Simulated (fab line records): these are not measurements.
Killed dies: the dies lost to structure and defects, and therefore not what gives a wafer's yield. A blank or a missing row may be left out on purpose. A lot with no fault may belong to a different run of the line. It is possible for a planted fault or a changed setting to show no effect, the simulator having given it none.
Matching of chambers ; flow nand_harc ; pecvd-04 running NHARC_A_STAIRCASE_DEP_151: 3 sister chambers
The step deposits SiO2, target thk 3800 nm. 3 wafers are shown with their chamber, then 7 later ones without.

== WAFERS, EACH WITH ITS CHAMBER ==
wafer;chamber;heater_power_w (W)
L084.5;2;624
L086.1;1;768
L086.2;0;808

== WAFERS WHOSE CHAMBER IS MISSING ==
wafer;heater_power_w (W)
L086.4;616
L095.3;731
L095.5;630
L095.6;640
L096.1;726
L096.4;661
L096.6;631

== EACH ONE'S CHAMBER ==
wafer;from the rows above;in truth
L086.4;2;2
L095.3;can't be placed: 1 or 0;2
L095.5;2;2
L095.6;2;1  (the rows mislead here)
L096.1;can't be placed: 1 or 0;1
L096.4;2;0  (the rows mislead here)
L096.6;2;2
Correctly placed: 3 of 7. Unplaceable from these rows: 2, with the true chamber sitting among the candidates in 1. Wrongly placed: 2.
How it was worked out, from the rows above alone: a wafer's distance from a chamber is the root of the sum, over the readings, of the square of ((its reading less the chamber's mean) divided by the reading's scatter). The wafer belongs to the nearest chamber; if the next one is less than 2 further off, it can't be placed. Each chamber's mean is taken over the wafers shown for it. The scatter (one wafer shown for each chamber): square how far every hidden wafer sits from the nearest shown wafer, average those squares and take the square root.
